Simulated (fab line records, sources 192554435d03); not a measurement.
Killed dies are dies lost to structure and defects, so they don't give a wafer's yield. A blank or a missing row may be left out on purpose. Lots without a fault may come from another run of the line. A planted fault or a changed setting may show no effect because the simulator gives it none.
Chamber matching | flow n5_finfet | N5_MOL_CONTACT_COAG_ETCHBACK_135 on rie_diel-01: 4 sister chambers
The step etches SiO2 in CHF3, target depth 25 nm, time 16.7 s. 4 wafers are shown with their chamber, then 7 later ones without.

WAFERS WITH THEIR CHAMBER
wafer  | chamber | showerhead_plenum_p_Torr (Torr)
L074.6 | 1       | 2.25
L077.6 | 0       | 2.33
L079.2 | 3       | 2.31
L079.3 | 2       | 2.40

WAFERS WITHOUT THEIR CHAMBER
wafer  | showerhead_plenum_p_Torr (Torr)
L079.6 | 2.31
L090.2 | 2.32
L090.4 | 2.39
L090.6 | 2.32
L093.2 | 2.53
L093.4 | 2.39
L093.5 | 2.32

WHICH CHAMBER EACH WENT THROUGH
wafer  | from the rows above               | in truth
L079.6 | can't be placed: 3 or 0 or 1 or 2 | 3
L090.2 | can't be placed: 3 or 0 or 1 or 2 | 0
L090.4 | can't be placed: 2 or 0 or 3      | 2
L090.6 | can't be placed: 3 or 0 or 1 or 2 | 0
L093.2 | can't be placed: 2 or 0 or 3      | 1
L093.4 | can't be placed: 2 or 0 or 3      | 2
L093.5 | can't be placed: 3 or 0 or 1 or 2 | 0
Placed correctly: 0 of 7. Can't be placed from these rows: 7 (the true chamber is among the candidates in 6). Placed wrongly: 0.
How it was worked out, from the rows above alone: a wafer's distance from a chamber is the root of the sum, over the readings, of the square of ((its reading less the chamber's mean) divided by the reading's scatter). The wafer belongs to the nearest chamber; if the next one is less than 2 further off, it can't be placed. A chamber's mean is the mean of its shown wafers. The scatter: with one shown wafer a chamber, the root of the mean of the squares of how far each hidden wafer lies from its nearest shown one.
